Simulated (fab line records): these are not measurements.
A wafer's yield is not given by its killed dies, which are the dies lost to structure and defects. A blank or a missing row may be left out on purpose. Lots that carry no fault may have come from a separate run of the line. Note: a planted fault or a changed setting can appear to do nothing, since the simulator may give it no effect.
Lot-split experiment ; flow n5 finfet ; 21 wafers read across 7 lots, on a route 1938 steps long

## SPLIT DETAILS
At N5_BEOL_M9_ETCH_62 (etches SOC in N2/H2, target depth 110 nm, overetch 22 nm, time 165 s), the setting time s was moved away from the recipe's 165 s on 6 of the 21 wafers read, by -18.2% to +20.9%. For the rest of the wafers, this setting stayed at what the recipe calls for.

The reading comes from the split's own step.

## THE READING
SiARC_of_BEOL_M9_COAT_60.thk nm (the simulator's own value, which no gauge read), in nm, at N5_BEOL_M9_ETCH_62 (etches SOC in N2/H2, target depth 110 nm, overetch 22 nm, time 165 s). There is no usual value for it anywhere in the file. Average 23.6 nm, standard deviation 0.28 nm, over the 15 wafers here run with the recipe.

wafer;tool, chamber at the split;time s as run, s;against the recipe;SiARC_of_BEOL_M9_COAT_60.thk nm, nm;against lot-mates on the recipe
L074.2;rie diel-02, 1;165;recipe;24;-
L074.3;rie diel-02, 1;165;recipe;24;-
L074.4;rie diel-02, 0;165;recipe;23.6;-
L079.3;rie diel-04, 0,1;165;recipe;23.4;-
L079.4;rie diel-04, 0,1;165;recipe;23.4;-
L079.5;rie diel-04, 0;153.8;-6.8%;24;+0.6
L081.1;rie diel-02, 0;165;recipe;23.6;-
L081.3;rie diel-02, 3;165;recipe;23.4;-
L081.5;rie diel-02, 3;134.9;-18.2%;24.6;+1.1
L082.1;rie diel-02, 2,0;189.6;+14.9%;22.6;-0.8
L082.4;rie diel-02, 2,0;189.6;+14.9%;22.6;-0.8
L082.2;rie diel-02, 3;165;recipe;23.4;-
L083.2;rie diel-05, 2;165;recipe;23.6;-
L083.4;rie diel-05, 0;165;recipe;23.8;-
L083.5;rie diel-05, 0;165;recipe;23.8;-
L087.2;rie diel-04, 1,0,3;165;recipe;23.2;-
L087.4;rie diel-04, 1,0,3;165;recipe;23.2;-
L087.5;rie diel-04, 1,0,3;165;recipe;23.2;-
L097.1;rie diel-02, 2;199.5;+20.9%;22.2;-1.8
L097.3;rie diel-02, 1;199.5;+20.9%;22.6;-1.4
L097.6;rie diel-02, 1;165;recipe;24;-
Rows listing several chambers each stand for several wafers; the file does not say which wafer went through which chamber.

FIT RESULTS
A straight line over all 21 wafers: SiARC_of_BEOL_M9_COAT_60.thk nm changes by -0.0586 nm for each +1% of time s; r = -0.90; the points scatter about the line by 0.26 nm.
The same after taking each lot's own level away (the mean of its wafers on the recipe; 21 wafers): -0.0678 nm for each +1%; r = -0.97; scatter 0.15 nm.
Per that fit: largest time s move, reading shift of 1.4 nm.
Measured against the standard deviation above, the lots' own levels, which go from 23.20 to 24.00 nm, span 2.8 times it.
Hence the slope depends on the lot-to-lot level, as the two fits are not the same.
Check: with one of the wafers moved furthest among these (+20.9%) left out of the fit, the line predicts -1.27 nm for it against its lot-mates. It came out at -1.8 nm against them.

## OTHER SPLITS APPLIED TO THESE WAFERS
Note: prior to the reading, these wafers also went through further splits. Each is held against what the fit with the lots' levels taken away leaves over:
other split on the same wafers;wafers away from the commonest value;r with SiARC_of_BEOL_M9_COAT_60.thk nm (lot level and that fit taken away)
N5_BEOL_M8_DEVELOP_10 develop time s;3;-0.10
N5_BEOL_M9_DESCUM_16 time s;3;+0.15

## THE WHOLE CHAIN: every reading that the file lists as answering this split, in the file's order
step;what it does;reading;change (the file's fit);r (the file's)
N5_BEOL_M9_ETCH_62;etches SOC in N2/H2, target depth 110 nm, overetch 22 nm, time 165 s;SiARC_of_BEOL_M9_COAT_60.thk nm (the simulator's own value, which no gauge read);-0.067 nm for each +1% of the setting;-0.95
N5_BEOL_M9_HM_OPEN_17;chemistry Cl2/BCl3, target TiN, target depth 20 nm, overetch 6 nm;etch.depth nm (the simulator's own value, which no gauge read);not straight: 19.99 at the lowest setting, 19.95 at the recipe, 17.02 at the highest;not given

## THE FILE'S OWN FIT
SiARC_of_BEOL_M9_COAT_60.thk nm changes by -0.067 nm for each +1% of time s, r = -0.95.
